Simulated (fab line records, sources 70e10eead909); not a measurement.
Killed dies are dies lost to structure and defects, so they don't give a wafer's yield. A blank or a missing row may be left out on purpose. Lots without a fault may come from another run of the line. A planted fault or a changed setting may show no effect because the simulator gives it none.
fab line records | flow nand_harc
record lots=15 wafers=43 last_day=24
route steps=1159 shown P_BONDPAD@379 A_ZERO_WELL@403 A_ONON_D1@444 A_CHANNEL_HOLE_D1@469
lots that met no fault: from a run of the same line without faults
start_h: hours from the record's first day to the start of the lot's first wafer shown | wait_h: hours since the lot's step before | " the same as in the row above | L1.1+2: a row that stands for several wafers | - no value, or no start given | * or withheld: withheld | < > ~ a bound
route shown NAME@n: a module of which the file shows steps, and the number in the route of the first | usual: mean/standard deviation of fault-free wafers | same: alike in all rows | chamber/n: place in a boat | sites: the reading at each site | _std_site: their standard deviation | _edge_site: outer sites' mean less inner sites' | radius_mm: how far each site lies from the wafer's centre | mask NAME#n: copy n | behind: the tool/chamber that last shaped the wafer | hold: why the lot was held/for how many hours/how that ended | device: the transistor (n, p or np) that didn't switch | end of line: the same wafers' tests at the end of the route | a step without rows: its recipe alone | killed: dies lost to structure and defects at the first sort, not the wafer's yield | map: a wafer's dies, x killed, . not, _ none there
set.NAME: the setting as run; set.NAME@STEP: as run at that earlier step | model.NAME: the simulator's own value behind a step, which no gauge read
steps of the route over a sample of lots; a table a step, a row a wafer
services: from which hour (start_h, from the record's first day; less than 0 if before it) a tool's chamber was out of use, for how many hours, and why
## steps
# step NHARC_P_BONDPAD_ANNEAL_28
# recipe temp_c=225 time_s=90
# usual wafer_temp_C_max=225.73/0.23
# columns lot.wafer tool chamber start_h wait_h wafer_temp_C_max
L642.2 rtp_anneal-02 0 129.95 - 225.97
L642.5 " 0 " " 225.73
L642.6 " 0 " " 225.66
L643.1 rtp_anneal-01 0 141.22 - 225.32
L643.5 " 0 " " 225.49
L643.6 " 0 " " 225.40
L645.2 rtp_anneal-02 0 148.09 - 225.56
L645.3 " 0 " " 225.81
L645.5 " 0 " " 225.65
L646.1 rtp_anneal-01 0 148.81 - 225.65
L646.5 " 0 " " 225.50
L646.6 " 0 " " 225.59
L647.1 rtp_anneal-01 0 169.19 - 225.84
L647.2 " 0 " " 225.52
L647.4 " 0 " " 225.51
L648.1 rtp_anneal-02 0 169.66 - 225.57
L648.2 " 0 " " 225.88
L648.5 " 0 " " 225.64
L650.1 rtp_anneal-01 0 176.70 - 225.51
L650.4 " 0 " " 225.60
L650.6 " 0 " " 225.45
L651.1 rtp_anneal-01 0 182.07 0.3 225.42
L651.2 " 0 " " 225.38
L651.5 " 0 " " 225.73
L652.2 rtp_anneal-01 0 189.54 0.4 225.34
L652.3 " 0 " " 225.86
L652.5 " 0 " " 225.13
L653.1 rtp_anneal-01 0 207.07 0.3 225.99
L653.5 " 0 " " 225.78
L655.3 rtp_anneal-01 0 207.86 - 225.97
L655.5 " 0 " " 225.97
L655.6 " 0 " " 225.60
L657.1 rtp_anneal-01 0 224.47 - 225.82
L657.2 " 0 " " 225.82
L657.5 " 0 " " 225.64
L658.1 rtp_anneal-01 0 230.53 0.3 225.98
L658.3 " 0 " " 225.68
L664.2 rtp_anneal-01 0 255.24 - 225.47
L664.4 " 0 " " 225.69
L664.6 " 0 " " 225.69
L665.1 rtp_anneal-01 0 271.20 - 225.58
L665.3 " 0 " " 225.92
L665.5 " 0 " " 225.69
# step NHARC_A_ZERO_WELL_DESCUM_12
# recipe time_s=3 o2_flow_sccm=200 ar_flow_sccm=0 bias_power_w=0 chemistry=O2
# usual drypump_motor_current_A=5.70/0.27 oes_product_au=0.998/0.011 rf_vpp_V=58.0/0.96 showerhead_plenum_p_Torr=1.96/0.081 throttle_valve_pct=11.312/0.0088
# same bias_power_w=0
# columns lot.wafer tool chamber start_h wait_h drypump_motor_current_A oes_product_au rf_hours_counter_h rf_vpp_V showerhead_plenum_p_Torr throttle_valve_pct
L642.2 rie_diel-02 0 132.36 - 5.53 0.999 11 57.3 1.88 11.308
L642.5 " 1 " " 5.76 1.003 - 57.6 1.87 11.308
L642.6 " 2 " " 5.75 1.023 - 58.5 2.04 11.321
L643.1 rie_diel-02 3 143.65 - 5.80 1.009 12 58.5 2.06 11.309
L643.5 " 2 " " 5.70 1.009 - 59.5 2.04 11.317
L643.6 " 3 " " 5.77 1.006 - 59.0 2.06 11.309
L645.2 rie_diel-02 0 150.36 - 5.49 0.994 13 55.6 1.88 11.304
L645.3 " 1 " " 5.77 1.009 11 58.6 1.87 11.317
L645.5 " 1 " " 5.77 1.004 - 58.2 1.87 11.315
L646.1 rie_diel-07 0 151.19 - 6.10 0.991 6 57.8 1.80 11.295
L646.5 " 3 " " 5.58 0.966 - 57.4 1.92 11.311
L646.6 " 0 " " 6.08 0.977 - 57.0 1.80 11.303
L647.4 rie_diel-07 2 171.59 - 5.35 0.991 8 57.6 1.87 11.312
L647.1 " 3 " " 5.57 0.979 8 58.6 1.92 11.302
L647.2 " 0 " " 6.08 0.991 8 57.8 1.80 11.325
L648.1 rie_diel-02 0 172.03 - 5.50 1.000 2 57.9 1.88 11.312
L648.2 " 1 " " 5.79 0.998 2 58.1 1.87 11.294
L648.5 " 3 " " 5.81 0.984 - 58.6 2.06 11.316
L650.4 rie_diel-02 1 179.17 - 5.78 0.997 2 58.3 1.87 11.300
L650.1 " 3 " " 5.79 0.992 2 60.2 2.06 11.307
L650.6 " 2 " " 5.74 1.019 - 57.3 2.04 11.325
L651.2 rie_diel-02 3 184.30 - 5.83 0.996 2 59.1 2.06 11.320
L651.1 " 0 " " 5.49 0.991 2 57.1 1.88 11.300
L651.5 " 2 " " 5.74 1.003 - 59.2 2.04 11.312
L652.3 rie_diel-02 3 191.76 - 5.79 0.990 3 58.0 2.06 11.306
L652.2 " 1 " " 5.77 1.001 2 58.0 1.87 11.321
L652.5 " 2 " " 5.74 1.012 - 59.8 2.04 11.313
L653.1 rie_diel-02 3 209.43 - 5.83 0.985 4 58.9 2.06 11.311
L653.5 " 3 " " 5.81 0.979 - 59.2 2.06 11.321
L655.3 rie_diel-08 3 210.19 - 6.00 1.003 9 56.7 2.02 11.329
L655.6 " 1 " " 6.27 1.003 - 58.7 1.98 11.319
L655.5 " 2 " " 5.32 0.990 - 57.1 1.98 11.295
L657.2 rie_diel-08 1 226.72 - 6.30 1.001 7 58.2 1.98 11.311
L657.1 " 2 " " 5.34 0.987 11 56.9 1.98 11.316
L657.5 " 2 " " 5.33 0.992 - 58.9 1.98 11.329
L658.1 rie_diel-08 2 232.92 - 5.33 0.983 11 57.7 1.98 11.301
L658.3 " 0 " " 5.31 0.978 11 57.5 1.97 11.318
L664.2 rie_diel-08 3 257.61 - 6.03 1.012 14 57.9 2.02 11.319
L664.4 " 1 " " 6.27 1.005 11 58.2 1.98 11.317
L664.6 " 3 " " 6.02 1.004 - 58.7 2.02 11.309
L665.1 rie_diel-02 0 273.45 - 5.50 1.011 9 58.4 1.88 11.313
L665.3 " 2 " " 5.76 1.014 8 58.7 2.04 11.315
L665.5 " 3 " " 5.80 0.988 - 59.0 2.06 11.309
# step NHARC_A_ONON_D1_DEP_28
# recipe target_thk_a=10000 n2_flow_sccm=2750 n2o_flow_sccm=2000 nh3_flow_sccm=500 sih4_flow_sccm=210 temp_c=400
# usual n2o_flow_sccm=2000/6.4 susceptor_temp_C=400.00/0.25
# columns lot.wafer tool chamber start_h wait_h n2o_flow_sccm susceptor_temp_C
L642.2 pecvd_onon-04 0 164.84 0.1 1999 400.02
L642.5 " 0 " " 2004 400.22
L642.6 " 0 " " 2011 400.10
L643.1 pecvd_onon-01 0 177.60 0.1 1995 400.01
L643.5 " 0 " " 1996 399.95
L643.6 " 0 " " 1997 399.88
L646.1 pecvd_onon-01 0 184.56 0.1 2003 400.12
L646.5 " 0 " " 2003 399.76
L646.6 " 0 " " 1993 400.42
L645.2 pecvd_onon-04 0 184.62 0.1 2009 399.99
L645.3 " 0 " " 2011 400.39
L645.5 " 0 " " 2006 400.35
L648.1 pecvd_onon-02 0 210.11 0.1 2006 400.59
L648.2 " 0 " " 2008 400.37
L648.5 " 0 " " 2002 400.03
L647.1 pecvd_onon-04 0 210.11 0.1 2003 400.32
L647.2 " 0 " " 2002 400.23
L647.4 " 0 " " 1991 400.01
L650.1 pecvd_onon-04 0 217.94 0.1 1994 399.95
L650.4 " 0 " " 1995 399.66
L650.6 " 0 " " 2007 399.98
L651.1 pecvd_onon-02 0 218.08 0.1 1998 400.19
L651.2 " 0 " " 1992 400.11
L651.5 " 0 " " 1995 400.04
L652.2 pecvd_onon-01 0 229.14 0.1 2008 400.18
L652.3 " 0 " " 1990 400.37
L652.5 " 0 " " 1992 400.31
L655.3 pecvd_onon-01 0 243.85 0.2 2004 399.89
L655.5 " 0 " " 2002 400.16
L655.6 " 0 " " 2007 399.88
L653.1 pecvd_onon-01 0 244.09 0.1 2003 400.06
L653.5 " 0 " " 1998 400.05
L657.1 pecvd_onon-04 0 259.47 0.1 1990 400.10
L657.2 " 0 " " 2002 400.41
L657.5 " 0 " " 2001 400.26
L658.1 pecvd_onon-01 0 266.59 0.1 2003 400.31
L658.3 " 0 " " 2012 400.02
L664.2 pecvd_onon-02 0 290.31 0.1 2005 399.87
L664.4 " 0 " " 1999 400.19
L664.6 " 0 " " 2005 399.80
L665.1 pecvd_onon-02 0 308.02 0.1 2005 400.19
L665.3 " 0 " " 1998 399.78
L665.5 " 0 " " 2006 399.76
# step NHARC_A_ONON_D1_THK_MEAS_30
# recipe thk_meas_gauge=ellipsometry
# usual thk_nm=1001/11
# columns lot.wafer tool chamber start_h wait_h thk_nm
L642.2 film_metro-02 - 165.33 - 995
L642.5 " - " " 994
L642.6 " - " " 995
L643.1 film_metro-01 - 178.11 - 987
L643.5 " - " " 988
L643.6 " - " " 986
L645.2 film_metro-02 - 185.08 - 994
L645.3 " - " " 994
L645.5 " - " " 996
L646.1 film_metro-01 - 185.08 - 1025
L646.5 " - " " 1026
L646.6 " - " " 1026
L648.1 film_metro-02 - 210.62 - 998
L648.2 " - " " 999
L648.5 " - " " 999
L647.1 film_metro-01 - 210.62 - 1003
L647.2 " - " " 1003
L647.4 " - " " 1005
L650.1 film_metro-01 - 218.45 - 1018
L650.4 " - " " 1019
L650.6 " - " " 1021
L651.1 film_metro-02 - 218.59 - 995
L651.2 " - " " 995
L651.5 " - " " 993
L652.2 film_metro-01 - 229.60 - 998
L652.3 " - " " 997
L652.5 " - " " 996
L655.3 film_metro-02 - 244.27 - 1098
L655.5 " - " " 1098
L655.6 " - " " 1008
L653.1 film_metro-01 - 244.60 - 999
L653.5 " - " " 1088
L657.1 film_metro-01 - 259.97 - 995
L657.2 " - " " 995
L657.5 " - " " 993
L658.1 film_metro-02 - 267.13 - 985
L658.3 " - " " 1072
L664.2 film_metro-01 - 290.77 - 1008
L664.4 " - " " 1008
L664.6 " - " " 1010
L665.1 film_metro-02 - 308.53 - 1021
L665.3 " - " " 1018
L665.5 " - " " 1019
# step NHARC_A_CHANNEL_HOLE_D1_ETCH_16
# recipe target_depth_a=31000 over_etch_frac=0.3 time_s=806 ion_energy_ev=150 o2_flow_sccm=400 cos_flow_sccm=20 ar_flow_sccm=0 rf_w=500 bias_w=300 chemistry=O2/COS
# usual cos_flow_sccm=20.01/0.056 drypump_motor_current_A=5.7/0.5 oes_product_au=1.003/0.0088 rf_vpp_V=314.3/1.9 showerhead_plenum_p_Torr=3.13/0.12 throttle_valve_pct=28.329/0.01
# columns lot.wafer tool chamber start_h wait_h cos_flow_sccm drypump_motor_current_A oes_product_au rf_hours_counter_h rf_vpp_V showerhead_plenum_p_Torr throttle_valve_pct
L642.2 rie_diel-06 1 - - 20.05 5.2 1.006 9 310.9 2.92 28.327
L642.5 " 1 " " 19.99 5.2 0.997 - 310.4 2.92 28.343
L642.6 " 2 " " 20.08 5.8 1.000 - 313.5 3.04 28.347
L643.1 rie_diel-11 2 - - 20.00 6.3 1.019 11 314.7 3.24 28.326
L643.5 " 3 " " 20.03 5.6 0.995 - 313.8 3.12 28.349
L643.6 " 0 " " 20.07 6.3 1.007 - 314.0 3.12 28.324
L645.2 rie_diel-04 3 - - 20.00 5.2 0.999 4 314.0 3.14 28.353
L645.3 " 1 " " 20.05 5.3 1.001 4 313.0 3.09 28.324
L645.5 " 1 " " 19.98 5.3 1.004 - 315.8 3.09 28.346
L646.1 rie_diel-06 3 - - 20.03 5.9 1.006 10 315.5 3.24 28.323
L646.5 " 3 " " 19.99 5.9 1.012 - 315.8 3.24 28.319
L646.6 " 0 " " 19.92 5.0 1.016 - 312.7 3.03 28.351
L647.1 rie_diel-06 3 - - 20.02 5.9 1.010 12 316.7 3.24 28.354
L647.2 " 2 " " 19.97 5.8 1.003 11 311.6 3.03 28.331
L647.4 " 2 " " 20.01 5.8 1.007 - 313.4 3.04 28.342
L648.1 rie_diel-04 1 - - 19.96 5.3 1.016 5 311.7 3.09 28.325
L648.2 " 2 " " 20.02 6.5 1.000 5 316.1 3.25 28.332
L648.5 " 1 " " 19.99 5.3 1.013 - 315.2 3.09 28.336
L650.1 rie_diel-04 1 - - 19.92 5.2 1.008 6 311.6 3.08 28.328
L650.4 " 3 " " 19.92 5.2 0.997 6 314.2 3.14 28.297
L650.6 " 1 " " 20.03 5.3 1.006 - 315.2 3.09 28.329
L651.2 rie_diel-06 1 - - 20.05 5.2 0.995 12 312.0 2.92 28.316
L651.1 " 3 " " 19.95 5.9 0.999 13 316.5 3.23 28.328
L651.5 " 1 " " 19.96 5.2 1.011 - 311.0 2.92 28.316
L652.3 rie_diel-04 0 - - 20.05 5.4 1.005 6 316.7 3.32 28.334
L652.2 " 1 " " 20.01 5.2 1.005 7 313.0 3.08 28.346
L652.5 " 1 " " 20.05 5.2 1.016 - 314.7 3.08 28.331
L655.6 rie_diel-11 1 - - 20.00 6.1 0.984 - 315.6 3.23 28.326
L653.1 rie_diel-11 0 - - 20.05 6.3 1.009 2 313.4 3.12 28.312
L657.1 rie_diel-06 2 - - 20.05 5.8 1.003 2 314.4 3.03 28.342
L657.2 " 3 " " 20.02 5.9 1.004 1 315.3 3.23 28.325
L657.5 " 0 " " 20.07 5.0 0.989 - 313.4 3.03 28.328
L658.1 rie_diel-11 3 - - 20.10 5.7 1.001 3 313.5 3.12 28.331
L664.2 rie_diel-06 1 - - 20.01 5.2 1.023 5 309.5 2.91 28.331
L664.6 " 3 " " 19.98 5.9 1.019 - 313.9 3.23 28.319
L664.4 " 0 " " 19.99 5.0 0.997 - 312.6 3.03 28.337
L665.1 rie_diel-06 1 - - 20.04 5.2 1.009 7 310.4 2.91 28.327
L665.3 " 0 " " 19.97 5.0 0.996 7 311.9 3.02 28.335
L665.5 " 3 " " 19.98 5.9 0.988 - 317.3 3.23 28.334
## services
# columns tool chamber start_h hours kind
pecvd_onon-02 - 111.27 13.0 pm
rie_diel-04 - 112.22 9.0 pm
rie_diel-08 1 114.82 18.9 repair
rie_diel-08 3 117.65 13.6 repair
rie_diel-04 1 124.64 1.5 repair
rie_diel-08 - 124.80 9.0 pm
pecvd_onon-01 - 137.14 3.5 repair
rie_diel-02 - 150.70 9.0 pm
rie_diel-08 - 153.17 1.4 repair
rie_diel-06 0 174.83 3.5 repair
rie_diel-04 3 175.33 1.6 repair
rie_diel-04 0 187.04 9.1 repair
pecvd_onon-01 - 195.00 13.0 pm
rie_diel-08 1 195.41 13.8 repair
rie_diel-06 1 213.43 2.9 repair
rie_diel-02 - 226.54 1.7 repair
rie_diel-02 3 231.53 11.3 repair
pecvd_onon-04 - 237.00 13.0 pm
rie_diel-06 - 241.65 9.0 pm
rie_diel-06 2 272.34 63.7 repair
rie_diel-08 3 273.88 10.3 repair
rie_diel-02 3 284.82 7.2 repair
rie_diel-04 - 289.22 9.0 pm
pecvd_onon-02 - 292.27 13.0 pm
## key
first_sign step=NHARC_A_ONON_D1_THK_MEAS_30 reading=thk_nm direction=up sigmas=7.8 usual=1001 struck=1089
effect none on later readings
met_at NHARC_A_ONON_D1_DEP_28
struck_lots L653,L655,L658
struck_wafers L653.5,L655.3,L655.5,L658.3
later_rows_left_out L653.5,L655.3,L655.5,L658.3
sort_left_out L653.5,L655.3,L655.5,L658.3
tester_left_out L653,L655,L658
not_acting_at NHARC_P_BONDPAD_ANNEAL_28,NHARC_A_ZERO_WELL_DESCUM_12,NHARC_A_CHANNEL_HOLE_D1_ETCH_16
fault kind=process_parameter_drift tool=pecvd_onon-01 chamber=- onset_h=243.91 steps=NHARC_A_ONON_D1_DEP_28 channel=target_thk_a offset=* shape=step end_h=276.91 scope=struck_wafers_only acts_in=* stated=*
# tester_left_out: of these lots the tester's yield and bins aren't shown, on N5 and GAA mostly nor the transistor test; their killed dies are dies lost to structure and defects alone, not to doping, threshold or leakage, so they don't give the yield
# sort_left_out: the simulated sort isn't trusted on such a fault, so these wafers' sort isn't shown, and their yield isn't known
# later_rows_left_out: the simulator's readings of these wafers behind a module that went badly wrong aren't trusted and aren't shown, but for the sort
